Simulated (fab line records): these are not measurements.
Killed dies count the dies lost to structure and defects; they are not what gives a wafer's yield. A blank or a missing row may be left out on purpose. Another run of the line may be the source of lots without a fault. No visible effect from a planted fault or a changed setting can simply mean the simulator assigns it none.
Chamber matching | flow nand_harc | rie_diel-04 running NHARC_A_WL_FILL_STRIP_29: 4 sister chambers
The step strips in O2, time 20 s. 7 wafers are shown with their chamber, then 8 later ones without.

== WAFERS PAIRED WITH THEIR CHAMBERS ==
wafer  | chamber | showerhead_plenum_p_Torr (Torr) | drypump_motor_current_A (A)
L081.2 | 2       | 3.60                            | 5.1
L083.3 | 1       | 3.40                            | 6.1
L086.4 | 3       | 3.43                            | 6.4
L090.1 | 0       | 3.34                            | 6.0
L090.3 | 3       | 3.43                            | 6.5
L090.6 | 1       | 3.39                            | 6.2
L093.1 | 0       | 3.34                            | 6.0

== WAFERS WITH NO CHAMBER GIVEN ==
wafer  | showerhead_plenum_p_Torr (Torr) | drypump_motor_current_A (A)
L093.2 | 3.43                            | 6.4
L093.6 | 3.40                            | 6.1
L091.1 | 3.43                            | 6.4
L091.4 | 3.33                            | 6.0
L091.6 | 3.60                            | 5.1
L097.2 | 3.33                            | 6.0
L097.4 | 3.39                            | 6.2
L097.6 | 3.43                            | 6.4

== WHICH CHAMBER EACH ONE RAN IN ==
wafer  | from the rows above | in truth
L093.2 | 3                   | 3
L093.6 | 1                   | 1
L091.1 | 3                   | 3
L091.4 | 0                   | 0
L091.6 | 2                   | 2
L097.2 | 0                   | 0
L097.4 | 1                   | 1
L097.6 | 3                   | 3
Correct placement for 8 of the 8. From these rows, 0 cannot be placed. Wrongly placed: 0.
How it was worked out, from the rows above alone: a wafer's distance from a chamber is the root of the sum, over the readings, of the square of ((its reading less the chamber's mean) divided by the reading's scatter). If the next closest chamber is less than 2 further off than the closest, the wafer can't be placed; otherwise it belongs to the closest. Each chamber's mean is taken over the wafers shown for it. How the scatter is found: for the shown wafers, subtract from each reading the mean of its chamber, square and add these, divide the total by (wafers less chambers), then take the root.
